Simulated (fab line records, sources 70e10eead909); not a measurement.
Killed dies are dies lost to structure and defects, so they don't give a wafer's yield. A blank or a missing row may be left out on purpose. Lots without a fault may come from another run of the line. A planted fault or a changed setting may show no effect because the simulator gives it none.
Tool commonality check | flow nand_harc | 11 lots, 33 wafers sampled

WHY IT WAS OPENED
At NHARC_P_M0_CD_MEAS_09 the reading cd_nm is flagged on 2 of 11 lots. Wafers without a fault read 89.7 nm, standard deviation 0.92.
Rule: a lot is flagged when every wafer of it that has a number lies more than 4 standard deviations from that mean, or none has a number. The other lots count as sound.

lot  | measured     | on        | cd_nm (nm), wafer by wafer | flag
L821 | day 6 07:17  | cd_sem-03 | 87.7 90.5 90.5             |
L824 | day 7 10:35  | cd_sem-03 | 89.7 89.4 88.2             |
L827 | day 8 19:13  | cd_sem-03 | 90.6 90.3 90.3             |
L832 | day 10 17:55 | cd_sem-03 | 90.6 88.5 89.1             |
L834 | day 11 07:49 | cd_sem-03 | 89.1 91.3 90.3             |
L836 | day 12 08:41 | cd_sem-01 | 88.7 90.3 89.9             |
L837 | day 12 23:48 | cd_sem-01 | 90.5 90.5 90.7             |
L838 | day 13 08:01 | cd_sem-02 | 89.8 89.9 88.4             |
L839 | day 13 13:37 | cd_sem-03 | 87.4 88.8 88.5             |
L842 | day 14 17:04 | cd_sem-03 | 81.7 81.5 82.8             | FLAGGED
L843 | day 15 02:09 | cd_sem-03 | 80.7 82.1 81.3             | FLAGGED
The numbers of the flagged lots are 81.7 nm on average: -8.0 nm against the usual, or -9 standard deviations.

WHICH TOOL RAN EACH LOT
The record holds 3 process steps before the reading, out of a route of 1302 steps. In each cell: the tool, then ch and the chambers that the sampled wafers went through, then the start.
lot  | flag    | NHARC_P_CONTACT_DESCUM_17          | NHARC_P_CONTACT_STRIP_28           | NHARC_P_M0_PEB_07
L821 |         | rie_diel-09 ch 0,3, day 6 03:18    | rie_diel-09 ch 2,3, day 6 04:15    | litho_track-06 ch 0, day 6 07:13
L824 |         | rie_diel-03 ch 1,2,3, day 7 06:35  | rie_diel-07 ch 0,1,3, day 7 07:32  | litho_track-06 ch 0, day 7 10:30
L827 |         | rie_diel-09 ch 1,2,3, day 8 15:15  | rie_diel-03 ch 0,1,3, day 8 16:12  | litho_track-01 ch 0, day 8 19:08
L832 |         | rie_diel-03 ch 0,2,3, day 10 13:20 | rie_diel-03 ch 0,3, day 10 14:17   | litho_track-06 ch 0, day 10 17:50
L834 |         | rie_diel-09 ch 0,3, day 11 03:49   | rie_diel-03 ch 0,3, day 11 04:48   | litho_track-04 ch 0, day 11 07:45
L836 |         | rie_diel-07 ch 0,1,3, day 12 04:44 | rie_diel-03 ch 0,2,3, day 12 05:41 | litho_track-06 ch 0, day 12 08:37
L837 |         | rie_diel-07 ch 1,3, day 12 19:53   | rie_diel-07 ch 0,2,3, day 12 20:50 | litho_track-04 ch 0, day 12 23:43
L838 |         | rie_diel-03 ch 0,3, day 13 04:08   | rie_diel-09 ch 0,1,2, day 13 05:07 | litho_track-06 ch 0, day 13 07:56
L839 |         | rie_diel-03 ch 1,2, day 13 09:34   | rie_diel-09 ch 0,3, day 13 10:31   | litho_track-01 ch 0, day 13 13:32
L842 | FLAGGED | rie_diel-07 ch 1,2,3, day 14 13:01 | rie_diel-07 ch 0,1,2, day 14 13:59 | litho_track-06 ch 0, day 14 16:59
L843 | FLAGGED | rie_diel-09 ch 1,2, day 14 22:03   | rie_diel-07 ch 0,1,2, day 14 23:02 | litho_track-06 ch 0, day 15 02:04
What these steps do:
- NHARC_P_CONTACT_DESCUM_17: chemistry O2, time 3 s.
- NHARC_P_CONTACT_STRIP_28: strips in O2.
- NHARC_P_M0_PEB_07: peb time 65 s.
- NHARC_P_M0_CD_MEAS_09: target cd 90 nm.

FLAGGED OVER TOTAL, TOOL BY TOOL (the gauges that took the reading come last)
step                      | tool           | lots run | flagged | share of the flagged lots | sound lots run after its first flagged lot
NHARC_P_CONTACT_DESCUM_17 | rie_diel-03    | 4        | 0       | none                      | -
NHARC_P_CONTACT_DESCUM_17 | rie_diel-07    | 3        | 1       | some                      | 0
NHARC_P_CONTACT_DESCUM_17 | rie_diel-09    | 4        | 1       | some                      | 0
NHARC_P_CONTACT_STRIP_28  | rie_diel-03    | 4        | 0       | none                      | -
NHARC_P_CONTACT_STRIP_28  | rie_diel-07    | 4        | 2       | all                       | 0
NHARC_P_CONTACT_STRIP_28  | rie_diel-09    | 3        | 0       | none                      | -
NHARC_P_M0_PEB_07         | litho_track-01 | 2        | 0       | none                      | -
NHARC_P_M0_PEB_07         | litho_track-04 | 2        | 0       | none                      | -
NHARC_P_M0_PEB_07         | litho_track-06 | 7        | 2       | all                       | 0
NHARC_P_M0_CD_MEAS_09     | cd_sem-01      | 2        | 0       | none                      | -
NHARC_P_M0_CD_MEAS_09     | cd_sem-02      | 1        | 0       | none                      | -
NHARC_P_M0_CD_MEAS_09     | cd_sem-03      | 8        | 2       | all                       | 0

WHAT THE TABLE ALLOWS
3 rows of the table ran every flagged lot: rie_diel-07 at NHARC_P_CONTACT_STRIP_28, litho_track-06 at NHARC_P_M0_PEB_07, cd_sem-03 at NHARC_P_M0_CD_MEAS_09.
- rie_diel-07 at NHARC_P_CONTACT_STRIP_28: 2 of its 4 lots flagged. Its last sound lot is L837 (day 12 20:50), its first flagged lot L842 (day 14 13:59): a fault that began between those two fits.
- litho_track-06 at NHARC_P_M0_PEB_07: 2 of its 7 lots flagged. Its last sound lot is L838 (day 13 07:56), its first flagged lot L842 (day 14 16:59): a fault that began between those two fits. Its own readings lie more than 4 standard deviations out on every wafer of the flagged lots: heater_power_total_W, plate_temp_C.
- cd_sem-03 at NHARC_P_M0_CD_MEAS_09: 2 of its 8 lots flagged. Its last sound lot is L839 (day 13 13:37), its first flagged lot L842 (day 14 17:04): a fault that began between those two fits.
Counting lots can't tell these 3 tools apart, because each fits a fault that began at some hour. More lots, or a look at what each step does to the wafer, might.

WHAT THE SIMULATOR HAD PUT IN
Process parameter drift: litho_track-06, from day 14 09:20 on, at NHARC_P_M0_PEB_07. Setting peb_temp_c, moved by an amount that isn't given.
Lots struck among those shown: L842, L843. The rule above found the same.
